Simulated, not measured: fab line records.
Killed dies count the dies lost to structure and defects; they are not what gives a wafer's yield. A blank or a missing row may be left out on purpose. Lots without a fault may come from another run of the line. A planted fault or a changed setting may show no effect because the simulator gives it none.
fab line records | flow nand_harc
record lots=6 | wafers=17 | last_day=25
route steps=1159 shown A_STAIRCASE@548 END@1159
lots with no fault: from the same line, run without faults
start_h: hours from the record's opening day to when the first of the lot's shown wafers began | wait_h: how many hours have passed since the lot's step before this one | " identical to the entry in the row above | L1.1+2: one row covering several wafers at once | - no value, or no start was given | * or withheld: withheld | < > ~ a bound
route shown NAME@n: names a module that has steps shown in the file, with the first one's number in the route | usual: mean/standard deviation taken from wafers without a fault | same: alike in all rows | chamber/n: place in a boat | sites: each site's reading | _std_site: standard deviation of those values | _edge_site: the outer-site mean with the inner-site mean subtracted | radius_mm: how far each site lies from the wafer's centre | mask NAME#n: copy n | behind: tool/chamber where the wafer was last shaped | hold: what put the lot on hold/how long, in hours/how the hold closed | device: which transistor (n, p or np) failed to switch | end of line: the route-end tests of the same wafers | a step with no rows: only its recipe | killed: the dies lost at the first sort to structure and to defects; this is not the yield of the wafer | map: dies across one wafer; x = killed, . = not, _ = none there
set.NAME: the setting the step ran with; set.NAME@STEP: the setting that earlier step ran with | model.NAME: the simulator's own value behind a step, which no gauge read
lots seen at some steps along the route; tables by step, rows by wafer
services: from which hour (start_h, from the record's first day; less than 0 if before it) a tool's chamber was out of use, for how many hours, and why
## steps
# step NHARC_A_STAIRCASE_TRIM_12
# recipe time_s=211.2 | o2_flow_sccm=500 | ar_flow_sccm=0 | bias_w=0 | chemistry=O2
# step NHARC_A_STAIRCASE_ETCH_13
# recipe target_depth_a=1000 | time_s=40.5 | ion_energy_ev=400 | c4f8_flow_sccm=20 | o2_flow_sccm=10 | ar_flow_sccm=withheld | rf_w=600 | bias_w=1000 | chemistry=C4F8/O2
# usual oes_product_au=0.937/0.013 | rf_fwd_power_W=593.4/2.3 | rf_vpp_V=894/6.1
lot.wafer | tool        | chamber | start_h | wait_h | oes_product_au | rf_fwd_power_W | rf_hours_counter_h | rf_vpp_V
L463.2    | rie_diel-13 | 0       | -       | -      | 0.936          | 593.5          | 46                 | 899
L463.4    | "           | 1       | "       | "      | 0.951          | 594.5          | 46                 | 890
L463.5    | "           | 0       | "       | "      | 0.930          | 591.9          | -                  | 898
L469.3    | rie_diel-01 | 1       | -       | -      | 0.946          | 593.0          | 48                 | 889
L469.1    | "           | 0       | "       | "      | 0.942          | 593.5          | 47                 | 894
L469.5    | "           | 2       | "       | "      | 0.934          | 595.4          | -                  | 890
L471.4    | rie_diel-06 | 2       | -       | -      | 0.929          | 596.5          | 15                 | 900
L471.6    | "           | 0       | "       | "      | 0.913          | 594.3          | -                  | 898
L477.2    | rie_diel-13 | 2       | -       | -      | 0.922          | 588.5          | 16                 | 905
L477.4    | "           | 1       | "       | "      | 0.920          | 593.8          | 16                 | 892
L477.6    | "           | 3       | "       | "      | 0.918          | 593.3          | -                  | 886
L483.1    | rie_diel-06 | 2       | -       | -      | 0.930          | 594.7          | 39                 | 898
L483.2    | "           | 3       | "       | "      | 0.929          | 595.4          | 39                 | 886
L483.5    | "           | 0       | "       | "      | 0.929          | 591.7          | -                  | 900
L484.3    | rie_diel-01 | 0       | -       | -      | 0.951          | 592.6          | 11                 | 894
L484.4    | "           | 1       | "       | "      | 0.961          | 592.7          | 9                  | 887
L484.5    | "           | 0       | "       | "      | 0.962          | 593.8          | -                  | 893
# step NHARC_A_STAIRCASE_TRIM_14
# recipe time_s=211.2 | o2_flow_sccm=500 | ar_flow_sccm=0 | bias_w=0 | chemistry=O2
# step NHARC_A_STAIRCASE_ETCH_15
# recipe target_depth_a=1000 | time_s=40.5 | ion_energy_ev=400 | c4f8_flow_sccm=20 | o2_flow_sccm=10 | ar_flow_sccm=withheld | rf_w=600 | bias_w=1000 | chemistry=C4F8/O2
# usual oes_product_au=0.938/0.011 | rf_fwd_power_W=593.5/2.7 | rf_vpp_V=894/6.2
lot.wafer | tool        | chamber | start_h | wait_h | oes_product_au | rf_fwd_power_W | rf_hours_counter_h | rf_vpp_V
L463.2    | rie_diel-13 | 0       | -       | -      | 0.935          | 593.5          | 46                 | 899
L463.4    | "           | 1       | "       | "      | 0.941          | 594.8          | 46                 | 889
L463.5    | "           | 3       | "       | "      | 0.950          | 594.6          | -                  | 888
L469.3    | rie_diel-01 | 3       | -       | -      | 0.930          | 588.5          | 51                 | 896
L469.1    | "           | 0       | "       | "      | 0.938          | 595.1          | 47                 | 893
L469.5    | "           | 0       | "       | "      | 0.936          | 594.8          | -                  | 895
L471.4    | rie_diel-06 | 1       | -       | -      | 0.940          | 593.6          | 15                 | 903
L471.6    | "           | 1       | "       | "      | 0.940          | 590.0          | -                  | 903
L477.4    | rie_diel-13 | 2       | -       | -      | 0.926          | 589.7          | 17                 | 906
L477.2    | "           | 1       | "       | "      | 0.933          | 594.7          | 16                 | 888
L477.6    | "           | 3       | "       | "      | 0.932          | 594.8          | -                  | 886
L483.2    | rie_diel-06 | 2       | -       | -      | 0.941          | 597.9          | 39                 | 897
L483.1    | "           | 3       | "       | "      | 0.933          | 597.6          | 40                 | 886
L483.5    | "           | 2       | "       | "      | 0.934          | 595.9          | -                  | 898
L484.3    | rie_diel-01 | 3       | -       | -      | 0.946          | 587.8          | 11                 | 895
L484.4    | "           | 2       | "       | "      | 0.952          | 592.9          | 12                 | 888
L484.5    | "           | 3       | "       | "      | 0.941          | 585.5          | -                  | 897
# step NHARC_A_STAIRCASE_TRIM_16
# recipe time_s=211.2 | o2_flow_sccm=500 | ar_flow_sccm=0 | bias_w=0 | chemistry=O2
# usual drypump_motor_current_A=5.9/0.41 | oes_product_au=0.998/0.0087 | rf_vpp_V=57.7/1 | showerhead_plenum_p_Torr=3.47/0.16 | throttle_valve_pct=17.037/0.0095
lot.wafer | tool        | chamber | start_h | wait_h | drypump_motor_current_A | oes_product_au | rf_hours_counter_h | rf_vpp_V | showerhead_plenum_p_Torr | throttle_valve_pct
L463.2    | rie_diel-13 | 0       | -       | -      | 5.7                     | 0.989          | 46                 | 56.7     | 3.59                     | 17.018
L463.4    | "           | 1       | "       | "      | 5.3                     | 0.997          | 46                 | 57.3     | 3.37                     | 17.036
L463.5    | "           | 3       | "       | "      | 5.4                     | 0.996          | -                  | 56.8     | 3.30                     | 17.025
L469.3    | rie_diel-01 | 0       | -       | -      | 5.8                     | 0.990          | 47                 | 57.8     | 3.47                     | 17.027
L469.1    | "           | 1       | "       | "      | 5.6                     | 0.997          | 49                 | 58.6     | 3.32                     | 17.033
L469.5    | "           | 3       | "       | "      | 6.0                     | 0.987          | -                  | 59.6     | 3.55                     | 17.028
L471.4    | rie_diel-06 | 3       | -       | -      | 6.3                     | 1.011          | 15                 | 57.8     | 3.29                     | 17.026
L471.6    | "           | 3       | "       | "      | 6.3                     | 1.018          | -                  | 57.1     | 3.29                     | 17.018
L477.2    | rie_diel-13 | 1       | -       | -      | 5.3                     | 1.004          | 16                 | 58.8     | 3.35                     | 17.032
L477.4    | "           | 2       | "       | "      | 6.5                     | 0.991          | 17                 | 58.8     | 3.80                     | 17.046
L477.6    | "           | 3       | "       | "      | 5.4                     | 0.992          | -                  | 56.4     | 3.28                     | 17.026
L483.2    | rie_diel-06 | 2       | -       | -      | 6.4                     | 0.986          | 39                 | 58.0     | 3.58                     | 17.026
L483.1    | "           | 0       | "       | "      | 6.0                     | 0.985          | 40                 | 55.8     | 3.59                     | 17.038
L483.5    | "           | 2       | "       | "      | 6.4                     | 0.999          | -                  | 59.7     | 3.58                     | 17.032
L484.3    | rie_diel-01 | 3       | -       | -      | 6.0                     | 1.002          | 11                 | 59.0     | 3.53                     | 17.048
L484.4    | "           | 2       | "       | "      | 5.8                     | 1.005          | 12                 | 57.3     | 3.33                     | 17.020
L484.5    | "           | 3       | "       | "      | 6.0                     | 1.006          | -                  | 58.2     | 3.53                     | 17.037
# step NHARC_A_STAIRCASE_ETCH_17
# recipe target_depth_a=1000 | time_s=40.5 | ion_energy_ev=400 | c4f8_flow_sccm=20 | o2_flow_sccm=10 | ar_flow_sccm=withheld | rf_w=600 | bias_w=1000 | chemistry=C4F8/O2
# step NHARC_A_STAIRCASE_TRIM_18
# recipe time_s=211.2 | o2_flow_sccm=500 | ar_flow_sccm=0 | bias_w=0 | chemistry=O2
# step NHARC_A_STAIRCASE_ETCH_19
# recipe target_depth_a=1000 | time_s=40.5 | ion_energy_ev=400 | c4f8_flow_sccm=20 | o2_flow_sccm=10 | ar_flow_sccm=withheld | rf_w=600 | bias_w=1000 | chemistry=C4F8/O2
# step NHARC_A_STAIRCASE_TRIM_20
# recipe time_s=211.2 | o2_flow_sccm=500 | ar_flow_sccm=0 | bias_w=0 | chemistry=O2
# usual drypump_motor_current_A=5.9/0.4 | oes_product_au=0.998/0.0096 | rf_vpp_V=57.6/0.94 | showerhead_plenum_p_Torr=3.47/0.16 | throttle_valve_pct=17.037/0.0092
lot.wafer | tool        | chamber | start_h | wait_h | drypump_motor_current_A | oes_product_au | rf_hours_counter_h | rf_vpp_V | showerhead_plenum_p_Torr | throttle_valve_pct
L463.4    | rie_diel-06 | 0       | 236.29  | 0.1    | 5.9                     | 1.014          | 60                 | 56.7     | 3.61                     | 17.029
L463.2    | "           | 1       | "       | "      | 6.5                     | 0.999          | 48                 | 57.9     | 3.70                     | 17.034
L463.5    | "           | 2       | "       | "      | 6.4                     | 0.996          | -                  | 57.7     | 3.61                     | 17.018
L469.3    | rie_diel-01 | 3       | 274.32  | 0.1    | 6.0                     | 0.980          | 52                 | 58.1     | 3.55                     | 17.026
L469.1    | "           | 1       | "       | "      | 5.6                     | 0.996          | 49                 | 57.5     | 3.32                     | 17.035
L469.5    | "           | 3       | "       | "      | 6.0                     | 0.996          | -                  | 58.3     | 3.55                     | 17.028
L471.4    | rie_diel-01 | 3       | 291.13  | 0.1    | 6.0                     | 0.988          | 58                 | 56.9     | 3.55                     | 17.041
L471.6    | "           | 1       | "       | "      | 5.6                     | 1.000          | -                  | 57.5     | 3.32                     | 17.041
L477.4    | rie_diel-13 | 3       | 323.52  | 0.2    | 5.4                     | 0.991          | 18                 | 57.3     | 3.28                     | 17.030
L477.2    | "           | 2       | "       | "      | 6.6                     | 0.994          | 18                 | 57.4     | 3.80                     | 17.057
L477.6    | "           | 0       | "       | "      | 5.6                     | 1.002          | -                  | 57.3     | 3.57                     | 17.035
L483.1    | rie_diel-01 | 0       | 354.62  | 0.1    | 5.8                     | 1.012          | 10                 | 57.0     | 3.46                     | 17.041
L483.2    | "           | 2       | "       | "      | 5.8                     | 0.992          | 11                 | 57.7     | 3.33                     | 17.052
L483.5    | "           | 0       | "       | "      | 5.8                     | 1.007          | -                  | 56.4     | 3.46                     | 17.055
L484.4    | rie_diel-06 | 1       | 357.87  | 0.1    | 6.6                     | 1.007          | 42                 | 57.7     | 3.67                     | 17.015
L484.3    | "           | 2       | "       | "      | 6.4                     | 1.000          | 41                 | 58.5     | 3.58                     | 17.031
L484.5    | "           | 1       | "       | "      | 6.6                     | 1.009          | -                  | 57.4     | 3.67                     | 17.042
# step NHARC_A_STAIRCASE_ETCH_21
# recipe target_depth_a=1000 | time_s=40.5 | ion_energy_ev=400 | c4f8_flow_sccm=20 | o2_flow_sccm=10 | ar_flow_sccm=withheld | rf_w=600 | bias_w=1000 | chemistry=C4F8/O2
# step NHARC_A_STAIRCASE_TRIM_22
# recipe time_s=211.2 | o2_flow_sccm=500 | ar_flow_sccm=0 | bias_w=0 | chemistry=O2
# step NHARC_A_STAIRCASE_ETCH_23
# recipe target_depth_a=1000 | time_s=40.5 | ion_energy_ev=400 | c4f8_flow_sccm=20 | o2_flow_sccm=10 | ar_flow_sccm=withheld | rf_w=600 | bias_w=1000 | chemistry=C4F8/O2
# usual oes_product_au=0.941/0.014 | rf_fwd_power_W=593.2/2.6 | rf_vpp_V=894/5.9
lot.wafer | tool        | chamber | start_h | wait_h | oes_product_au | rf_fwd_power_W | rf_hours_counter_h | rf_vpp_V
L463.2    | rie_diel-06 | 3       | 236.68  | -      | 0.949          | 597.9          | 63                 | 887
L463.4    | "           | 2       | "       | "      | 0.938          | 596.3          | 63                 | 898
L463.5    | "           | 3       | "       | "      | 0.944          | 597.4          | -                  | 886
L469.3    | rie_diel-01 | 0       | 274.75  | -      | 0.938          | 593.3          | 47                 | 895
L469.1    | "           | 1       | "       | "      | 1.190          | 596.2          | 49                 | 889
L469.5    | "           | 1       | "       | "      | 0.936          | 595.6          | -                  | 889
L471.4    | rie_diel-01 | 3       | 291.49  | -      | 1.165          | 589.8          | 59                 | 897
L471.6    | "           | 3       | "       | "      | 0.924          | 588.4          | -                  | 896
L477.2    | rie_diel-13 | 2       | 324.09  | -      | 0.932          | 590.8          | 18                 | 906
L477.4    | "           | 3       | "       | "      | 0.919          | 593.3          | 19                 | 888
L477.6    | "           | 1       | "       | "      | 0.939          | 589.1          | -                  | 890
L483.1    | rie_diel-01 | 0       | 355.02  | -      | 0.963          | 594.7          | 10                 | 893
L483.2    | "           | 2       | "       | "      | 0.959          | 592.9          | 11                 | 889
L483.5    | "           | 0       | "       | "      | 0.964          | 596.0          | -                  | 892
L484.4    | rie_diel-06 | 3       | 358.39  | -      | 0.946          | 593.9          | 42                 | 887
L484.3    | "           | 1       | "       | "      | 0.938          | 594.2          | 42                 | 900
L484.5    | "           | 2       | "       | "      | 0.929          | 595.4          | -                  | 898
# step NHARC_A_STAIRCASE_TRIM_24
# recipe time_s=211.2 | o2_flow_sccm=500 | ar_flow_sccm=0 | bias_w=0 | chemistry=O2
# usual drypump_motor_current_A=5.9/0.4 | oes_product_au=0.998/0.0099 | rf_vpp_V=57.6/0.89 | showerhead_plenum_p_Torr=3.46/0.16 | throttle_valve_pct=17.037/0.009
lot.wafer | tool        | chamber | start_h | wait_h | drypump_motor_current_A | oes_product_au | rf_hours_counter_h | rf_vpp_V | showerhead_plenum_p_Torr | throttle_valve_pct
L463.2    | rie_diel-06 | 0       | -       | -      | 5.9                     | 1.008          | 60                 | 57.3     | 3.61                     | 17.041
L463.4    | "           | 3       | "       | "      | 6.3                     | 1.001          | 63                 | 55.7     | 3.30                     | 17.028
L463.5    | "           | 1       | "       | "      | 6.5                     | 0.993          | -                  | 58.8     | 3.70                     | 17.030
L469.1    | rie_diel-01 | 1       | -       | -      | 5.6                     | 0.993          | 49                 | 57.3     | 3.32                     | 17.037
L469.3    | "           | 2       | "       | "      | 5.8                     | 0.985          | 44                 | 59.4     | 3.35                     | 17.047
L469.5    | "           | 1       | "       | "      | 5.6                     | 1.001          | -                  | 56.6     | 3.32                     | 17.045
L471.4    | rie_diel-01 | 0       | -       | -      | 5.8                     | 0.996          | 54                 | 57.3     | 3.47                     | 17.026
L471.6    | "           | 0       | "       | "      | 5.8                     | 0.990          | -                  | 57.5     | 3.47                     | 17.027
L477.2    | rie_diel-13 | 1       | -       | -      | 5.3                     | 1.005          | 18                 | 57.6     | 3.35                     | 17.048
L477.4    | "           | 3       | "       | "      | 5.4                     | 0.996          | 19                 | 58.1     | 3.28                     | 17.024
L477.6    | "           | 1       | "       | "      | 5.4                     | 1.002          | -                  | 59.3     | 3.35                     | 17.045
L483.1    | rie_diel-01 | 1       | -       | -      | 5.6                     | 1.008          | 9                  | 56.8     | 3.31                     | 17.042
L483.2    | "           | 3       | "       | "      | 6.0                     | 1.004          | 11                 | 57.1     | 3.53                     | 17.038
L483.5    | "           | 1       | "       | "      | 5.6                     | 1.002          | -                  | 57.3     | 3.31                     | 17.034
L484.4    | rie_diel-06 | 1       | -       | -      | 6.6                     | 1.009          | 42                 | 57.5     | 3.67                     | 17.044
L484.3    | "           | 3       | "       | "      | 6.3                     | 1.006          | 42                 | 58.1     | 3.27                     | 17.041
L484.5    | "           | 0       | "       | "      | 5.9                     | 0.998          | -                  | 58.2     | 3.59                     | 17.035
# step NHARC_END_SORT_01
# recipe temp_c=25
# usual killed_at_array=26/11 | killed_at_other=0.4/0.78 | killed_at_periphery=3.4/2.4 | killed_dies=29/11 | killed_open=3.1/1.9 | killed_short=1.9/1.4
# same gross_dies=677
lot.wafer | tool      | chamber | start_h | wait_h | killed_at_array | killed_at_other | killed_at_periphery | killed_dies | killed_open | killed_short
L469.1    | prober-02 | 0       | 544.60  | 2.5    | 675             | 0               | 2                   | 677         | 1           | 1
L471.4    | prober-02 | 0       | 554.79  | 3.4    | 665             | 1               | 11                  | 677         | 3           | 2
# killed by level:class
L469.1 A_STAIRCASE:area_etch=654 A_STAIRCASE:chamber_film_flake=7 A_CONTACT:chamber_film_flake=7 A_CHANNEL_HOLE_D1:chamber_film_flake=5 P_STI:chamber_film_flake=2 A_SGD_CUT:geometric_particle:short=1 A_CONTACT:geometric_particle:open=1
L471.4 A_STAIRCASE:area_etch=620 A_CHANNEL_HOLE_D1:chamber_film_flake=20 A_SLIT:chamber_film_flake=15 P_ZERO_WELL:chamber_film_flake=6 A_STAIRCASE:chamber_film_flake=4 A_CONTACT:chamber_film_flake=3 P_GATE:chamber_film_flake=2 P_GATE:geometric_particle:short=1
# map L469.1 (x killed, . not)
____________x____________
_________xxxxxxx_________
_______xxxxxxxxxxx_______
______xxxxxxxxxxxxx______
_____xxxxxxxxxxxxxxx_____
____xxxxxxxxxxxxxxxxx____
____xxxxxxxxxxxxxxxxx____
___xxxxxxxxxxxxxxxxxxx___
___xxxxxxxxxxxxxxxxxxx___
__xxxxxxxxxxxxxxxxxxxxx__
__xxxxxxxxxxxxxxxxxxxxx__
_xxxxxxxxxxxxxxxxxxxxxxx_
_xxxxxxxxxxxxxxxxxxxxxxx_
_xxxxxxxxxxxxxxxxxxxxxxx_
_xxxxxxxxxxxxxxxxxxxxxxx_
_xxxxxxxxxxxxxxxxxxxxxxx_
xxxxxxxxxxxxxxxxxxxxxxxxx
xxxxxxxxxxxxxxxxxxxxxxxxx
xxxxxxxxxxxxxxxxxxxxxxxxx
xxxxxxxxxxxxxxxxxxxxxxxxx
xxxxxxxxxxxxxxxxxxxxxxxxx
_xxxxxxxxxxxxxxxxxxxxxxx_
_xxxxxxxxxxxxxxxxxxxxxxx_
_xxxxxxxxxxxxxxxxxxxxxxx_
_xxxxxxxxxxxxxxxxxxxxxxx_
_xxxxxxxxxxxxxxxxxxxxxxx_
__xxxxxxxxxxxxxxxxxxxxx__
__xxxxxxxxxxxxxxxxxxxxx__
___xxxxxxxxxxxxxxxxxxx___
___xxxxxxxxxxxxxxxxxxx___
____xxxxxxxxxxxxxxxxx____
____xxxxxxxxxxxxxxxxx____
_____xxxxxxxxxxxxxxx_____
______xxxxxxxxxxxxx______
_______xxxxxxxxxxx_______
_________xxxxxxx_________
____________x____________
# map L471.4 (x killed, . not)
____________x____________
_________xxxxxxx_________
_______xxxxxxxxxxx_______
______xxxxxxxxxxxxx______
_____xxxxxxxxxxxxxxx_____
____xxxxxxxxxxxxxxxxx____
____xxxxxxxxxxxxxxxxx____
___xxxxxxxxxxxxxxxxxxx___
___xxxxxxxxxxxxxxxxxxx___
__xxxxxxxxxxxxxxxxxxxxx__
__xxxxxxxxxxxxxxxxxxxxx__
_xxxxxxxxxxxxxxxxxxxxxxx_
_xxxxxxxxxxxxxxxxxxxxxxx_
_xxxxxxxxxxxxxxxxxxxxxxx_
_xxxxxxxxxxxxxxxxxxxxxxx_
_xxxxxxxxxxxxxxxxxxxxxxx_
xxxxxxxxxxxxxxxxxxxxxxxxx
xxxxxxxxxxxxxxxxxxxxxxxxx
xxxxxxxxxxxxxxxxxxxxxxxxx
xxxxxxxxxxxxxxxxxxxxxxxxx
xxxxxxxxxxxxxxxxxxxxxxxxx
_xxxxxxxxxxxxxxxxxxxxxxx_
_xxxxxxxxxxxxxxxxxxxxxxx_
_xxxxxxxxxxxxxxxxxxxxxxx_
_xxxxxxxxxxxxxxxxxxxxxxx_
_xxxxxxxxxxxxxxxxxxxxxxx_
__xxxxxxxxxxxxxxxxxxxxx__
__xxxxxxxxxxxxxxxxxxxxx__
___xxxxxxxxxxxxxxxxxxx___
___xxxxxxxxxxxxxxxxxxx___
____xxxxxxxxxxxxxxxxx____
____xxxxxxxxxxxxxxxxx____
_____xxxxxxxxxxxxxxx_____
______xxxxxxxxxxxxx______
_______xxxxxxxxxxx_______
_________xxxxxxx_________
____________x____________
## services
tool        | chamber | start_h | hours | kind
rie_diel-01 | 0       | 220.35  | -     | clean
rie_diel-01 | 1       | 220.35  | -     | clean
rie_diel-01 | 2       | 220.35  | -     | clean
rie_diel-01 | 3       | 220.35  | -     | clean
rie_diel-06 | -       | 241.27  | 9.0   | pm
rie_diel-01 | 0       | 244.88  | -     | clean
rie_diel-01 | 1       | 244.88  | -     | clean
rie_diel-01 | 2       | 244.88  | -     | clean
rie_diel-01 | 3       | 244.88  | -     | clean
rie_diel-01 | 1       | 255.60  | 2.0   | repair
rie_diel-01 | 0       | 260.84  | 5.2   | repair
rie_diel-01 | 0       | 269.38  | -     | clean
rie_diel-01 | 1       | 269.38  | -     | clean
rie_diel-01 | 2       | 269.38  | -     | clean
rie_diel-01 | 3       | 269.38  | -     | clean
rie_diel-13 | -       | 276.08  | 9.0   | pm
rie_diel-01 | 0       | 293.91  | -     | clean
rie_diel-01 | 1       | 293.91  | -     | clean
rie_diel-01 | 2       | 293.91  | -     | clean
rie_diel-06 | -       | 296.99  | 3.5   | repair
rie_diel-01 | 1       | 308.71  | 14.6  | repair
rie_diel-13 | 2       | 309.80  | 3.9   | repair
rie_diel-01 | -       | 315.40  | 9.0   | pm
rie_diel-01 | 1       | 333.90  | 6.0   | repair
## key
first_sign step=NHARC_A_STAIRCASE_ETCH_23 | reading=oes_product_au | direction=up | sigmas=17 | usual=0.941 | struck=1.178
effect step=NHARC_END_SORT_01 | reading=killed_at_array | direction=up | sigmas=61 | usual=26 | struck=670
more_kills_born_at NHARC_A_STAIRCASE_ETCH_23@rie_diel-01=1274
met_at NHARC_A_STAIRCASE_ETCH_23
struck_wafers L469.1,L471.4
later_rows_left_out L469.1,L471.4
tester_left_out L469,L471
fault kind=process_parameter_drift | tool=rie_diel-01 | chamber=- | onset_h=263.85 | steps=NHARC_A_STAIRCASE_ETCH_23 | channel=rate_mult | offset=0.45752 | shape=step | end_h=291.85 | scope=struck_wafers_only
# tester_left_out: of these lots the tester's yield and bins aren't shown, on N5 and GAA mostly nor the transistor test; their killed dies are dies lost to structure and defects alone, not to doping, threshold or leakage, so they don't give the yield
# later_rows_left_out: the simulator's readings of these wafers behind a module that went badly wrong aren't trusted and aren't shown, but for the sort
